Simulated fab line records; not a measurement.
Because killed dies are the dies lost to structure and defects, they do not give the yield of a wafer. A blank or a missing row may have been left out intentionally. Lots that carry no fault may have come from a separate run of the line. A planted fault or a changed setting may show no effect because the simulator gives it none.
fab line records    flow nand_harc
[record] lots = 13  wafers = 39  last_day = 33
route steps=1302 shown A_SLIT@923 A_WL_FILL@953 END@1302
lots that met no fault: from a run of the same line without faults
start_h: hours from the record's opening day to when the first of the lot's shown wafers began    wait_h: how many hours have passed since the lot's step before this one    " identical to the entry in the row above    L1.1+2: several wafers, shown together as one row    - either no value or no given start    * or withheld: withheld    < > ~ a bound
route shown NAME@n: a module of which the file shows steps, and the number in the route of the first    usual: the fault-free wafers' mean and standard deviation    same: alike in all rows    chamber/n: place in a boat    sites: readings site by site    _std_site: the standard deviation of these    _edge_site: outer sites' mean less inner sites'    radius_mm: for every site, how far away it sits from the centre of the wafer    mask NAME#n: copy n    behind: tool/chamber where the wafer was last shaped    hold: why the lot went on hold/how many hours it stayed there/how the hold came to an end    device: whichever transistor did not switch (one of n, p or np)    end of line: at the end of the route, the tests of the same wafers    step lacking rows: just its recipe    killed: the dies lost at the first sort to structure and to defects; this is not the yield of the wafer    map: dies across one wafer; x = killed, . = not, _ = none there
set.NAME: setting as actually run; set.NAME@STEP: the setting as run at that earlier step    model.NAME: the simulator's own value behind a step, which no gauge read
route steps across a sampled set of lots; one table per step, one row per wafer
services: the hour from which a tool's chamber was out of use, counted from the record's first day as start_h (under 0 if before that day), plus the number of hours and why
[[steps]]
[step NHARC_A_SLIT_DEP_00]
[recipe] target_thk_a = 62000  temp_c = 400  material = aC
[usual] throttle_valve_pct = 35.001/0.0091
lot.wafer  tool        chamber  start_h  wait_h  throttle_valve_pct
L370.1     acl_dep-01  0        445.35   -       34.998
L370.2     "           0        "        "       34.995
L370.5     "           0        447.85   -       34.989
L372.2     acl_dep-02  0        462.40   -       34.987
L372.4     "           0        463.66   -       35.008
L372.5     "           0        "        "       34.999
L371.1     acl_dep-03  0        462.56   -       35.011
L371.3     "           0        463.83   -       35.013
L371.6     "           0        465.75   -       34.996
L373.1     acl_dep-02  0        469.37   -       34.984
L373.3     "           0        470.62   -       35.000
L373.5     "           0        471.86   -       35.010
L374.1     acl_dep-02  0        482.44   -       34.997
L374.2     "           0        "        "       34.998
L374.5     "           0        484.94   -       35.006
L378.2     acl_dep-01  0        541.41   -       34.998
L378.4     "           0        542.66   -       34.996
L378.6     "           0        543.92   -       35.013
L383.1     acl_dep-01  0        570.98   -       34.984
L383.4     "           0        572.87   -       34.988
L383.6     "           0        574.14   -       34.993
L384.2     acl_dep-03  0        592.73   -       34.995
L384.3     "           0        "        "       35.006
L384.5     "           0        594.64   -       35.003
L387.1     acl_dep-01  0        605.13   -       35.006
L387.5     "           0        607.64   -       35.004
L387.6     "           0        "        "       35.004
L385.2     acl_dep-03  0        620.79   -       34.983
L385.3     "           0        "        "       34.993
L385.5     "           0        622.67   -       35.014
L388.1     acl_dep-01  0        623.70   -       34.983
L388.5     "           0        626.17   -       35.003
L388.6     "           0        "        "       34.989
L389.1     acl_dep-02  0        636.46   -       35.013
L389.2     "           0        "        "       35.011
L389.3     "           0        "        "       34.996
L391.3     acl_dep-01  0        665.54   -       35.002
L391.4     "           0        "        "       34.988
L391.6     "           0        667.44   -       35.008
[step NHARC_A_WL_FILL_RTA_01]
[recipe] temp_c = 1000  time_s = 5
[usual] anneal_temp_c_max = 1005.5/1.5  lamp_power_pct = 27.6/1.3  wafer_temp_C_max = 1005.2/1.7
lot.wafer  tool           chamber  start_h  wait_h  anneal_temp_c_max  lamp_power_pct  wafer_temp_C_max
L370.1     rtp_anneal-02  0        463.20   0.3     1006.3             28.7            1003.9
L370.2     "              0        "        "       1006.1             28.7            1004.9
L370.5     "              0        "        "       1007.7             28.7            1006.9
L372.2     rtp_anneal-01  0        481.09   0.3     1004.4             26.2            1003.9
L372.4     "              0        "        "       1003.9             26.2            1003.3
L372.5     "              0        "        "       1003.2             26.2            1002.9
L371.1     rtp_anneal-02  0        483.79   -       1005.6             28.8            1005.8
L371.3     "              0        "        "       1006.2             28.7            1006.9
L371.6     "              0        "        "       1007.9             28.8            1006.8
L373.1     rtp_anneal-01  0        487.07   -       1003.6             26.2            1005.3
L373.3     "              0        "        "       1005.1             26.3            1003.3
L373.5     "              0        "        "       1004.3             26.2            1003.0
L374.1     rtp_anneal-02  0        500.27   -       1005.6             28.7            1008.6
L374.2     "              0        "        "       1008.9             28.7            1005.5
L374.5     "              0        "        "       1007.3             28.7            1005.3
L378.2     rtp_anneal-01  0        558.77   -       1004.6             26.2            1003.1
L378.4     "              0        "        "       1003.9             26.2            1003.6
L378.6     "              0        "        "       1004.3             26.2            1001.9
L383.1     rtp_anneal-01  0        589.21   -       1003.6             26.2            1005.4
L383.4     "              0        "        "       1004.2             26.2            1004.7
L383.6     "              0        "        "       1003.5             26.2            1003.4
L384.2     rtp_anneal-02  0        610.17   -       1006.2             28.7            1008.9
L384.3     "              0        "        "       1005.4             28.7            1008.6
L384.5     "              0        "        "       1009.5             28.7            1009.0
L387.1     rtp_anneal-02  0        625.51   -       1005.6             28.7            1005.3
L387.5     "              0        "        "       1005.7             28.8            1008.5
L387.6     "              0        "        "       1004.3             28.7            1006.9
L385.2     rtp_anneal-01  0        638.20   -       1004.0             26.2            1003.3
L385.3     "              0        "        "       1005.1             26.3            1003.4
L385.5     "              0        "        "       1004.9             26.2            1003.7
L388.1     rtp_anneal-02  0        641.91   -       1006.2             28.7            1005.5
L388.5     "              0        "        "       1007.1             28.7            1004.7
L388.6     "              0        "        "       1006.0             28.7            1006.5
L389.1     rtp_anneal-01  0        654.56   -       1004.6             26.2            1003.1
L389.2     "              0        "        "       1004.2             26.2            1003.9
L389.3     "              0        "        "       1003.9             26.2            1003.0
L391.3     rtp_anneal-02  0        682.55   -       1006.4             28.7            1006.6
L391.4     "              0        "        "       1005.7             28.7            1006.2
L391.6     "              0        "        "       1006.2             28.7            1007.0
[step NHARC_A_WL_FILL_ALD_02]
[recipe] target_thk_a = 20  pulse_time_s = 3  ald_cycles = 100  temp_c = 450  material = TiN
[usual] heater_power_w = 1070/89  precursor_pulse_height_rel = 0.997/0.018
lot.wafer  tool          chamber  start_h  wait_h  heater_power_w  precursor_pulse_height_rel
L370.2     ald_metal-01  3        463.41   0.2     1212            0.997
L370.1     "             1        "        "       1069            1.022
L370.5     "             3        "        "       1258            0.999
L372.2     ald_metal-03  0        481.28   0.2     1094            0.998
L372.4     "             1        "        "       1042            0.969
L372.5     "             1        "        "       1065            0.963
L371.1     ald_metal-01  0        484.05   0.2     1106            0.996
L371.3     "             1        "        "       1081            1.014
L371.6     "             0        "        "       1133            0.990
L373.1     ald_metal-01  0        487.29   0.2     1151            0.985
L373.3     "             3        "        "       1241            0.978
L373.5     "             1        "        "       1043            0.975
L374.2     ald_metal-03  3        500.48   0.2     871             0.996
L374.1     "             0        "        "       1093            1.013
L374.5     "             0        "        "       1104            0.986
L378.4     ald_metal-01  1        558.96   0.1     1050            0.996
L378.2     "             3        "        "       1184            1.007
L378.6     "             2        "        "       1074            1.023
L383.4     ald_metal-01  3        589.42   0.1     1209            1.000
L383.1     "             1        "        "       1082            0.983
L383.6     "             3        "        "       1226            1.019
L384.3     ald_metal-03  2        610.35   0.1     1076            0.962
L384.2     "             1        "        "       1048            1.023
L384.5     "             2        "        "       1060            1.017
L387.1     ald_metal-03  2        625.73   0.2     1065            0.990
L387.5     "             2        "        "       1080            0.988
L387.6     "             3        "        "       872             0.996
L385.2     ald_metal-03  3        638.42   0.2     869             1.021
L385.3     "             1        "        "       1025            1.008
L385.5     "             3        "        "       874             1.021
L388.1     ald_metal-04  1        642.13   0.2     1127            0.998
L388.5     "             1        "        "       1107            1.024
L388.6     "             2        "        "       1137            1.002
L389.2     ald_metal-03  2        654.84   0.2     1070            1.003
L389.3     "             0        "        "       1041            0.991
L389.1     "             1        "        "       1037            1.017
L391.3     ald_metal-01  1        682.71   0.1     1057            1.008
L391.4     "             0        "        "       1100            1.010
L391.6     "             1        "        "       1091            0.993
[step NHARC_A_WL_FILL_CVD_03]
[recipe] target_thk_a = 400  temp_c = 300  pressure_torr = 40  wf6_flow_sccm = 40  h2_flow_sccm = 1600  ar_flow_sccm = 1560  time_s = 279  material = W
[usual] chamber_pressure_Torr = 40.01/0.093  heater_power_outer_w = 234/47  heater_power_w = 445/79  throttle_valve_pct = 7.75/0.22
lot.wafer  tool      chamber  start_h  wait_h  chamber_pressure_Torr  heater_power_outer_w  heater_power_w  throttle_valve_pct
L370.1     cvd_w-01  1        463.85   0.1     40.19                  210                   378             7.76
L370.2     "         0        "        "       40.07                  307                   558             7.75
L370.5     "         0        "        "       40.08                  304                   560             7.60
L372.2     cvd_w-02  1        481.73   0.1     39.80                  216                   443             7.65
L372.4     "         0        "        "       40.19                  175                   371             7.38
L372.5     "         0        "        "       40.04                  177                   368             7.65
L371.1     cvd_w-02  1        484.45   0.1     39.82                  217                   434             7.69
L371.3     "         1        "        "       40.06                  218                   434             7.92
L371.6     "         1        "        "       40.07                  216                   438             7.92
L373.1     cvd_w-02  0        487.73   0.1     -                      -                     -               -
L373.3     "         0        "        "       -                      -                     -               -
L373.5     "         1        "        "       -                      -                     -               -
L374.1     cvd_w-01  0        500.92   0.1     -                      -                     -               -
L374.2     "         1        "        "       -                      -                     -               -
L374.5     "         0        "        "       -                      -                     -               -
L378.2     cvd_w-02  0        559.40   0.1     40.12                  174                   365             7.64
L378.4     "         1        "        "       40.04                  214                   428             7.96
L378.6     "         0        "        "       39.92                  181                   371             7.72
L383.1     cvd_w-01  1        589.86   0.1     40.04                  213                   382             7.80
L383.4     "         0        "        "       40.18                  303                   553             7.60
L383.6     "         0        "        "       40.09                  302                   548             7.42
L384.2     cvd_w-02  1        610.79   0.1     40.02                  221                   448             7.74
L384.3     "         0        "        "       39.98                  178                   370             7.85
L384.5     "         1        "        "       40.07                  220                   440             8.09
L387.1     cvd_w-01  0        626.16   0.1     40.03                  298                   562             7.52
L387.6     "         0        "        "       40.13                  298                   549             7.70
L387.5     "         1        "        "       39.99                  210                   388             7.91
L385.2     cvd_w-01  0        639.47   0.7     40.20                  299                   548             7.64
L385.3     "         0        "        "       39.96                  298                   572             7.46
L385.5     "         1        "        "       39.98                  205                   373             7.56
L388.1     cvd_w-01  1        643.17   0.6     39.83                  215                   393             7.91
L388.5     "         0        "        "       39.92                  302                   554             7.44
L388.6     "         1        "        "       40.15                  205                   381             7.77
L389.1     cvd_w-01  0        655.28   0.1     40.07                  301                   546             7.48
L389.2     "         1        "        "       40.12                  211                   367             7.83
L389.3     "         1        "        "       39.99                  209                   377             8.03
L391.3     cvd_w-01  1        683.25   0.2     40.06                  215                   385             8.05
L391.4     "         0        "        "       40.12                  296                   556             7.52
L391.6     "         1        "        "       39.99                  208                   382             8.06
[step NHARC_END_SORT_01]
[recipe] temp_c = 25
[usual] killed_at_array = 59/16  killed_at_other = 0.8/1.1  killed_at_periphery = 3.6/2.4  killed_dies = 64/16  killed_open = 3.4/1.8  killed_short = 2.5/1.6
[same] gross_dies = 677
lot.wafer  tool       chamber  start_h  wait_h  killed_at_array  killed_at_other  killed_at_periphery  killed_dies  killed_open  killed_short
L373.1     prober-02  0        588.52   2.5     674              0                3                    677          5            3
L373.3     prober-02  0        590.12   3.1     674              0                3                    677          6            2
L373.5     prober-02  0        591.72   3.7     672              0                5                    677          5            0
L374.1     prober-01  0        594.62   2.5     670              3                4                    677          3            2
L374.2     prober-01  0        595.42   2.8     670              3                4                    677          4            8
L374.5     prober-01  0        597.80   3.7     670              2                5                    677          3            2
// killed by level:class
L373.1 A_WL_FILL:area_cvd=589 A_SLIT:chamber_film_flake=31 A_CHANNEL_HOLE_D2:chamber_film_flake=27 A_STAIRCASE:chamber_film_flake=9 A_CHANNEL_HOLE_D1:chamber_film_flake=4 A_CHANNEL_FILL_D2:geometric_particle:open=2 A_WL_FILL:chamber_film_flake=2 A_CONTACT:chamber_film_flake=2
L373.3 A_WL_FILL:area_cvd=592 A_CHANNEL_HOLE_D2:chamber_film_flake=37 A_SLIT:chamber_film_flake=29 A_STAIRCASE:chamber_film_flake=8 P_CONTACT:geometric_particle:open=2 A_ONON_D1:geometric_particle:short=1 A_ONON_D1:geometric_particle:open=1 A_DECK1_JOINT:geometric_particle:open=1
L373.5 A_WL_FILL:area_cvd=590 A_CHANNEL_HOLE_D2:chamber_film_flake=32 A_SLIT:chamber_film_flake=30 A_STAIRCASE:chamber_film_flake=8 P_STI:chamber_film_flake=3 A_CHANNEL_HOLE_D1:chamber_film_flake=3 A_M0:chamber_film_flake=3 A_CONTACT:chamber_film_flake=2
L374.1 A_WL_FILL:area_cvd=630 A_CHANNEL_HOLE_D2:chamber_film_flake=28 A_STAIRCASE:chamber_film_flake=3 A_CONTACT:chamber_film_flake=3 THIN_TSV:chamber_film_flake=3 P_GATE:chamber_film_flake=2 A_CHANNEL_HOLE_D1:chamber_film_flake=2 P_M1:geometric_particle:open=1
L374.2 A_WL_FILL:area_cvd=627 A_CHANNEL_HOLE_D2:chamber_film_flake=27 A_CHANNEL_FILL_D2:geometric_particle:short=3 A_ONON_D1:geometric_particle:short=2 P_GATE:chamber_film_flake=2 A_CHANNEL_HOLE_D1:chamber_film_flake=2 A_STAIRCASE:chamber_film_flake=2 THIN_TSV:chamber_film_flake=2
L374.5 A_WL_FILL:area_cvd=612 A_CHANNEL_HOLE_D2:chamber_film_flake=37 A_CONTACT:chamber_film_flake=6 A_SLIT:chamber_film_flake=5 A_STAIRCASE:chamber_film_flake=4 A_CHANNEL_HOLE_D1:chamber_film_flake=3 P_M1:chamber_film_flake=2 THIN_TSV:chamber_film_flake=2
[[services]]
tool          chamber  start_h  hours  kind
acl_dep-02    -        425.14   13.0   pm
ald_metal-03  1        438.98   24.3   repair
ald_metal-03  2        439.04   5.5    repair
cvd_w-01      0        443.15   11.5   repair
cvd_w-02      -        450.00   13.0   pm
ald_metal-04  -        459.26   0.3    repair
ald_metal-04  -        474.00   10.0   pm
acl_dep-03    -        486.46   13.0   pm
ald_metal-04  3        507.03   191.9  repair
ald_metal-01  -        526.00   10.0   pm
ald_metal-03  -        536.66   0.3    repair
cvd_w-02      0        538.45   4.4    repair
ald_metal-04  -        541.44   1.0    repair
cvd_w-02      -        541.56   1.1    repair
cvd_w-01      -        547.00   13.0   pm
cvd_w-01      0        547.00   13.0   vent_cycle
acl_dep-01    -        557.98   13.0   pm
ald_metal-03  -        568.00   10.0   pm
acl_dep-02    -        607.26   13.0   pm
ald_metal-01  0        616.62   14.8   repair
cvd_w-02      -        631.00   13.0   pm
ald_metal-04  1        643.04   24.9   repair
ald_metal-04  -        652.00   10.0   pm
acl_dep-03    -        667.95   13.0   pm
[[key]]
[first_sign] step = NHARC_A_WL_FILL_CVD_03  reading = tool_record  direction = missing
[effect] step = NHARC_END_SORT_01  reading = killed_dies  direction = up  sigmas = 39  usual = 64  struck = 677
[more_kills_born_at] NHARC_A_WL_FILL_CVD_03@cvd_w-01 = 1869  NHARC_A_WL_FILL_CVD_03@cvd_w-02 = 1771
met_at NHARC_A_WL_FILL_CVD_03
struck_lots L373,L374
later_rows_left_out L373.1,L373.3,L373.5,L374.1,L374.2,L374.5
tester_left_out L373,L374
not_acting_at NHARC_A_SLIT_DEP_00,NHARC_A_WL_FILL_RTA_01,NHARC_A_WL_FILL_ALD_02
onset_between 484.45 487.73
[fault] kind = skipped_step_whole  tool = cvd_w-01,cvd_w-02  chamber = -  onset_h = 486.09  steps = NHARC_A_WL_FILL_CVD_03  scope = struck_lots_only
// tester_left_out: of these lots the tester's yield and bins aren't shown, on N5 and GAA mostly nor the transistor test; their killed dies are dies lost to structure and defects alone, not to doping, threshold or leakage, so they don't give the yield
// later_rows_left_out: the simulator's readings of these wafers behind a module that went badly wrong aren't trusted and aren't shown, but for the sort
